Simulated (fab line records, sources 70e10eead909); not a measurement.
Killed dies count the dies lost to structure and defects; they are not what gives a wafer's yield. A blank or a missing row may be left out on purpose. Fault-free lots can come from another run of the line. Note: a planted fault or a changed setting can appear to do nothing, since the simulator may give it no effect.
Comparing a struck lot with a sound one -- flow nandHarc -- 15 out of 1302 route steps
Sound: wafers L810.2, L810.4, L810.5. Struck: wafers L817.1, L817.6. (L817.2 of the same lot was not struck and is left out.) The cause comes at the end.
Per side, at each step with rows, come the tool, then ch with its chambers, and then its first start. Under that, the readings that differ: sound wafers -- struck wafers -- difference of the means -- sigmas: that difference in standard deviations of wafers without a fault.
alike: readings whose means differ by less than 2 such deviations, and words and numbers that are the same on both sides. not compared: withheld readings, readings that some wafer has no value for, bounds like >300 that may hide the same value, and numbers for which the record gives no deviation and whose values overlap.
A row with sigmas, a row that says differs or no value, or rows on one side alone: a step with any of these is where the two part. Numbers that have no deviation but don't overlap get no sigmas and don't part them. A reading missing from all wafers of one side parts the sides only when that side holds two or more wafers.

first, 1 step without rows for these wafers: NHARC_A_CONTACT_ETCH_113 (etches the open film in C4F8/O2/Ar, time 190 s, target depth 1850 nm).
NHARC_A_CONTACT_ETCH_114: etches the open film in C4F8/O2/Ar, time 190 s, target depth 1850 nm.
  sound on harCapEtch-02 ch 0,1, day 21 18:04; struck on harCapEtch-03 ch 1, day 24 05:29
  not compared: rfHoursCounterH, runLengthS
then, 3 steps without rows for these wafers: NHARC_A_CONTACT_ETCH_115 (etches the open film in C4F8/O2/Ar, time 190 s, target depth 1850 nm); NHARC_A_CONTACT_ETCH_116 (etches the open film in C4F8/O2/Ar, time 190 s, target depth 1850 nm); NHARC_A_CONTACT_ETCH_117 (etches the open film in C4F8/O2/Ar, time 190 s, target depth 1850 nm).
NHARC_A_CONTACT_ETCH_118: etches the open film in C4F8/O2/Ar, time 190 s, target depth 1850 nm.
  sound on harCapEtch-02 ch 0,1, day 21 18:45; struck on harCapEtch-03 ch 1, day 24 06:11
  not compared: rfHoursCounterH, runLengthS
NHARC_A_CONTACT_ETCH_119: etches the open film in C4F8/O2/Ar, time 190 s, target depth 1850 nm.
  sound on harCapEtch-02 ch 0,1, day 21 18:55; struck on harCapEtch-03 ch 1, day 24 06:21
  not compared: rfHoursCounterH, runLengthS
then, 1 step without rows for these wafers: NHARC_A_CONTACT_ETCH_120 (etches the open film in C4F8/O2/Ar, time 190 s, target depth 1850 nm).
NHARC_A_CONTACT_ETCH_121: etches the open film in C4F8/O2/Ar, time 190 s, target depth 1850 nm.
  sound on harCapEtch-02 ch 0,1, day 21 19:16; struck on harCapEtch-03 ch 1, day 24 06:41
  not compared: rfHoursCounterH, runLengthS
NHARC_A_CONTACT_ETCH_122: etches the open film in C4F8/O2/Ar, time 190 s, target depth 1850 nm.
  sound on harCapEtch-02 ch 0,1, day 21 19:26; struck on harCapEtch-03 ch 1, day 24 06:52
  not compared: rfHoursCounterH, runLengthS
then, 2 steps without rows for these wafers: NHARC_A_CONTACT_ETCH_123 (etches the open film in C4F8/O2/Ar, time 490 s, target depth 2110 nm); NHARC_A_CONTACT_ETCH_90 (etches the open film in CH3F/O2, target depth 40 nm, time 85.7 s).
NHARC_A_CONTACT_ETCH_96: etches the open film in C4F6/O2, target depth 20 nm, time 10 s.
  sound on rieDiel-07 ch 1,2,3, day 21 20:41; struck on rieDiel-07 ch 0, day 24 08:08
reading,sound,struck,difference,sigmas
biasW (W),502.0 500.6 498.4,- -,no value on the struck wafers,
runLengthS (s),30.9 31.2 31.0,27.4 27.6,-3.5,-11
  alike: drypumpMotorCurrentA, oesProductAu, rfVppV, showerheadPlenumPTorr, throttleValvePct
  not compared: rfHoursCounterH
NHARC_A_CONTACT_CD_MEAS_53:
  struck on cdSem-01, day 24 08:14; sound on cdSem-03, day 21 20:46
  alike: cdNm
-- break in the record here, with 3 days between the starts of the struck wafers on either side (left off in module A_CONTACT, picked up again in module END, where the first step shown is number 1302 on the route) --
NHARC_END_SORT_01:
  sound on prober-02 ch 0, day 24 12:28; struck on prober-01 ch 0, day 27 07:57
reading,sound,struck,difference,sigmas
hold,- - -,awaitDispo/3.0h/release awaitDispo/3.0h/release,no value on the sound wafers,
killedAtArray,57 66 86,455 472,+394,+20
killedAtPeriphery,12 12 11,0 2,-11,-4
killedDies,69 79 98,455 477,+384,+19
  alike: killedAtOther, killedOpen, killedShort

WHERE THEY PART
Earliest at NHARC_A_CONTACT_ETCH_96; latest, in this record, at NHARC_END_SORT_01.

WHY: whatever the simulator had introduced
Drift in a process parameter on rieDiel-07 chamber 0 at NHARC_A_CONTACT_ETCH_96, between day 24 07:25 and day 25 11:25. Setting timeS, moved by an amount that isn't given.
